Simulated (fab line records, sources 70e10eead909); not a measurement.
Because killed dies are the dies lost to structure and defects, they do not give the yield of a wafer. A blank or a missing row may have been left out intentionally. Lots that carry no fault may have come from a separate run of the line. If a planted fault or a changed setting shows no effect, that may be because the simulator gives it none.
Which tool did it? + flow nandHarc + 11 lots with 33 wafers sampled at 4 steps, on a route of 1302 steps

## WHAT THE GAUGES READ, wafer by wafer
The record lacks any reading of a measuring or inspecting step that a usual standard deviation could be used to judge.

## TOOL THAT RAN EACH LOT (tool first, then ch and the chambers of the sampled wafers, then the start)
| lot  | NHARC_A_CHANNEL_HOLE_D1_ETCH_16              | NHARC_A_CHANNEL_HOLE_D1_ETCH_22 | NHARC_A_CHANNEL_HOLE_D1_ETCH_23 | NHARC_A_CHANNEL_FILL_D1_ETCHBACK_08 |
|------|----------------------------------------------|---------------------------------|---------------------------------|-------------------------------------|
| L915 | rieDiel-09 ch 0,1, day 10 06:40 or earlier   | harEtch-01 ch 0,1, day 10 06:40 | harEtch-01 ch 0,1, day 10 07:14 | rieDiel-11 ch 1,2,3, day 12 06:19   |
| L917 | rieDiel-08 ch 0,1,2, day 11 08:51 or earlier | harEtch-02 ch 0,1, day 11 08:51 | harEtch-02 ch 0,1, day 11 09:29 | rieDiel-11 ch 0,1,2, day 13 10:17   |
| L918 | rieDiel-09 ch 1,2, day 11 22:20 or earlier   | harEtch-02 ch 0,1, day 11 22:20 | harEtch-02 ch 0,1, day 11 22:54 | rieDiel-02 ch 2,3, day 13 23:44     |
| L919 | rieDiel-08 ch 0,2, day 12 04:16 or earlier   | harEtch-01 ch 0,1, day 12 04:16 | harEtch-01 ch 0,1, day 12 04:52 | rieDiel-11 ch 0,2, day 14 04:03     |
| L922 | rieDiel-05 ch 1,2,3, day 13 15:07 or earlier | harEtch-02 ch 0,1, day 13 15:07 | harEtch-02 ch 0,1, day 13 15:41 | rieDiel-02 ch 0,1,2, day 15 13:49   |
| L925 | rieDiel-05 ch 0,2,3, day 14 15:25 or earlier | harEtch-01 ch 0,1, day 14 15:25 | harEtch-01 ch 0,1, day 14 15:59 | rieDiel-07 ch 2,3, day 16 14:08     |
| L926 | rieDiel-08 ch 0,1,2, day 15 01:19 or earlier | harEtch-01 ch 0,1, day 15 01:19 | harEtch-01 ch 0,1, day 15 01:53 | rieDiel-11 ch 0,1,2, day 17 00:17   |
| L927 | rieDiel-09 ch 2,3, day 15 05:44 or earlier   | harEtch-01 ch 0,1, day 15 05:44 | harEtch-01 ch 0,1, day 15 06:22 | rieDiel-11 ch 1,2, day 17 04:05     |
| L929 | rieDiel-09 ch 2,3, day 16 08:51 or earlier   | harEtch-01 ch 0,1, day 16 08:51 | harEtch-01 ch 0,1, day 16 09:26 | rieDiel-07 ch 0,1, day 18 07:56     |
| L932 | rieDiel-08 ch 0,2,3, day 17 06:26 or earlier | harEtch-01 ch 1, day 17 06:26   | harEtch-01 ch 1, day 17 07:00   | rieDiel-02 ch 0,2, day 19 08:09     |
| L934 | rieDiel-09 ch 0,3, day 18 01:56 or earlier   | harEtch-01 ch 0,1, day 18 01:56 | harEtch-01 ch 0,1, day 18 02:31 | rieDiel-07 ch 0,1, day 20 01:12     |
- NHARC_A_CHANNEL_HOLE_D1_ETCH_16: etches the open film in O2/COS, target depth 3100 nm, time 806 s.
- NHARC_A_CHANNEL_HOLE_D1_ETCH_22: etches the open film in C4F8/O2/Ar, time 666.7 s, target depth 1600 nm.
- NHARC_A_CHANNEL_HOLE_D1_ETCH_23: etches the open film in C4F8/O2/Ar, time 819 s, target depth 1600 nm.
- NHARC_A_CHANNEL_FILL_D1_ETCHBACK_08: etches the open film in C4F8, target depth 220 nm, time 110 s.

## AS READ BY THE TOOLS THEMSELVES (means over the sampled wafers that have a number; for cases with no such wafer, the mark the record gives instead)
NHARC_A_CHANNEL_HOLE_D1_ETCH_16. Usual: chamberPressureMTorr 20.002 mTorr, standard deviation 0.02; drypumpMotorCurrentA 5.7 A, standard deviation 0.44; oesProductAu 1.004 a.u., standard deviation 0.007; rfVppV 314.1 V, standard deviation 2; showerheadPlenumPTorr 3.11 Torr, standard deviation 0.13; throttleValvePct 28.330 %, standard deviation 0.0081.
| lot  | tool       | chamberPressureMTorr (mTorr) | drypumpMotorCurrentA (A) | oesProductAu (a.u.) | rfVppV (V) | showerheadPlenumPTorr (Torr) | throttleValvePct (%) | flag |
|------|------------|------------------------------|--------------------------|---------------------|------------|------------------------------|----------------------|------|
| L915 | rieDiel-09 | 20.009                       | 5.6                      | 1.001               | 314.0      | 3.07                         | 28.323               |      |
| L917 | rieDiel-08 | 20.001                       | 5.8                      | 1.013               | 312.6      | 3.02                         | 28.329               |      |
| L918 | rieDiel-09 | 20.013                       | 5.6                      | 1.004               | 311.9      | 3.03                         | 28.325               |      |
| L919 | rieDiel-08 | 20.021                       | 5.4                      | 0.997               | 313.7      | 3.09                         | 28.334               |      |
| L922 | rieDiel-05 | 19.986                       | 5.2                      | 1.006               | 314.0      | 3.06                         | 28.322               |      |
| L925 | rieDiel-05 | 19.999                       | 5.2                      | 1.011               | 313.8      | 3.09                         | 28.323               |      |
| L926 | rieDiel-08 | 20.009                       | 5.8                      | 0.992               | 312.7      | 3.01                         | 28.326               |      |
| L927 | rieDiel-09 | 19.991                       | 5.4                      | 1.009               | 314.3      | 3.15                         | 28.330               |      |
| L929 | rieDiel-09 | 20.013                       | 5.5                      | 1.012               | 314.6      | 3.15                         | 28.331               |      |
| L932 | rieDiel-08 | 20.022                       | 5.8                      | 0.996               | 315.7      | 3.24                         | 28.318               |      |
| L934 | rieDiel-09 | 20.004                       | 5.7                      | 1.009               | 316.1      | 3.26                         | 28.336               |      |

NHARC_A_CHANNEL_HOLE_D1_ETCH_22. Usual: chamberPressureMTorr 19.998 mTorr, standard deviation 0.018; drypumpMotorCurrentA 6.1 A, standard deviation 0.6; showerheadPlenumPTorr 3.67 Torr, standard deviation 0.074; throttleValvePct 32.154 %, standard deviation 0.0079.
| lot  | tool       | chamberPressureMTorr (mTorr) | drypumpMotorCurrentA (A) | showerheadPlenumPTorr (Torr) | throttleValvePct (%) | flag |
|------|------------|------------------------------|--------------------------|------------------------------|----------------------|------|
| L915 | harEtch-01 | 19.992                       | 6.4                      | 3.72                         | 32.161               |      |
| L917 | harEtch-02 | 19.986                       | 5.9                      | 3.59                         | 32.160               |      |
| L918 | harEtch-02 | 19.996                       | 5.9                      | 3.59                         | 32.155               |      |
| L919 | harEtch-01 | 19.989                       | 6.4                      | 3.71                         | 32.152               |      |
| L922 | harEtch-02 | 19.994                       | 5.9                      | 3.58                         | 32.160               |      |
| L925 | harEtch-01 | 19.994                       | 6.4                      | 3.69                         | 32.157               |      |
| L926 | harEtch-01 | 19.990                       | 6.4                      | 3.69                         | 32.143               |      |
| L927 | harEtch-01 | 19.993                       | 6.1                      | 3.68                         | 32.165               |      |
| L929 | harEtch-01 | 19.991                       | 6.5                      | 3.67                         | 32.157               |      |
| L932 | harEtch-01 | 20.012                       | 6.8                      | 3.66                         | 32.156               |      |
| L934 | harEtch-01 | 19.982                       | 6.1                      | 3.66                         | 32.150               |      |

NHARC_A_CHANNEL_HOLE_D1_ETCH_23. Usual: chamberPressureMTorr 20.000 mTorr, standard deviation 0.02; drypumpMotorCurrentA 6.1 A, standard deviation 0.59; showerheadPlenumPTorr 3.67 Torr, standard deviation 0.074; throttleValvePct 32.155 %, standard deviation 0.0084.
| lot  | tool       | chamberPressureMTorr (mTorr) | drypumpMotorCurrentA (A) | showerheadPlenumPTorr (Torr) | throttleValvePct (%) | flag |
|------|------------|------------------------------|--------------------------|------------------------------|----------------------|------|
| L915 | harEtch-01 | 19.993                       | 6.4                      | 3.72                         | 32.163               |      |
| L917 | harEtch-02 | 19.990                       | 5.9                      | 3.59                         | 32.159               |      |
| L918 | harEtch-02 | 20.010                       | 5.9                      | 3.59                         | 32.148               |      |
| L919 | harEtch-01 | 19.998                       | 6.5                      | 3.71                         | 32.166               |      |
| L922 | harEtch-02 | 19.988                       | 5.9                      | 3.58                         | 32.151               |      |
| L925 | harEtch-01 | 19.997                       | 6.4                      | 3.69                         | 32.158               |      |
| L926 | harEtch-01 | 20.011                       | 6.5                      | 3.68                         | 32.153               |      |
| L927 | harEtch-01 | 20.014                       | 6.1                      | 3.68                         | 32.157               |      |
| L929 | harEtch-01 | 19.998                       | 6.5                      | 3.67                         | 32.154               |      |
| L932 | harEtch-01 | 20.018                       | 6.8                      | 3.66                         | 32.155               |      |
| L934 | harEtch-01 | 19.977                       | 6.1                      | 3.66                         | 32.151               |      |

NHARC_A_CHANNEL_FILL_D1_ETCHBACK_08. Usual: chamberPressureMTorr 25.004 mTorr, standard deviation 0.025; oesProductAu 0.97 a.u., standard deviation 0.036; rfVppV 440.4 V, standard deviation 2.2; runLengthS 131.4 s, standard deviation 0.37.
| lot  | tool       | chamberPressureMTorr (mTorr) | oesProductAu (a.u.) | rfVppV (V) | runLengthS (s) | flag |
|------|------------|------------------------------|---------------------|------------|----------------|------|
| L915 | rieDiel-11 | 25.017                       | 1.00                | 440.8      | 131.2          |      |
| L917 | rieDiel-11 | 25.028                       | 0.92                | 439.5      | 131.0          |      |
| L918 | rieDiel-02 | 24.998                       | 1.00                | 439.6      | 131.8          |      |
| L919 | rieDiel-11 | 25.027                       | 0.96                | 440.3      | 131.4          |      |
| L922 | rieDiel-02 | 25.007                       | 0.93                | 439.2      | 131.5          |      |
| L925 | rieDiel-07 | 25.031                       | 1.01                | 441.6      | 131.2          |      |
| L926 | rieDiel-11 | 24.987                       | 0.93                | 440.5      | 182.4          | OFF  |
| L927 | rieDiel-11 | 25.000                       | 0.91                | 439.6      | 182.6          | OFF  |
| L929 | rieDiel-07 | 25.012                       | 0.93                | 441.5      | 131.8          |      |
| L932 | rieDiel-02 | 25.025                       | 1.01                | 439.1      | 131.8          |      |
| L934 | rieDiel-07 | 25.040                       | 0.94                | 442.9      | 131.3          |      |

## THE ANSWER, worked out from the rows above alone
Rule: a lot is off if the mean of its wafers that have a number lies more than 3 standard deviations from the usual mean. A lot without any number at a reading at which 4 lots or more have one is off too. The other lots that the step has rows for count as sound. Order of review: gauges by route order, followed by the tools' own readings, for which a lot's mean as printed above is used. The first step at which some lot is off is used, and at that step the reading that is off furthest; a lot without a number counts as furthest.
Off at NHARC_A_CHANNEL_FILL_D1_ETCHBACK_08 (runLengthS): L926, L927.
If a tool, at that step or one of the process steps before it, ran each lot that is off and ran no sound lot following the first of them, it fits. With no start given for some of its lots, NHARC_A_CHANNEL_HOLE_D1_ETCH_16 uses the hours and lot order of NHARC_A_CHANNEL_HOLE_D1_ETCH_22. One candidate fits, namely rieDiel-11 at NHARC_A_CHANNEL_FILL_D1_ETCHBACK_08. Its last sound lot is L919 (day 14 04:03), its first lot that is off L926 (day 17 00:17): a fault that began between those two fits.
On the lots that are off, the tool's own readings at NHARC_A_CHANNEL_FILL_D1_ETCHBACK_08 differ by more than 5 times the standard deviation of the sound lots' means, which bears it out; runLengthS reads 182.5 s there versus 131.4 s on the sound lots.

## WHAT THE SIMULATOR PUT IN
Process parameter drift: rieDiel-11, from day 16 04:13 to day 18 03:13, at NHARC_A_CHANNEL_FILL_D1_ETCHBACK_08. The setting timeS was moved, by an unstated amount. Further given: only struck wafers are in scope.
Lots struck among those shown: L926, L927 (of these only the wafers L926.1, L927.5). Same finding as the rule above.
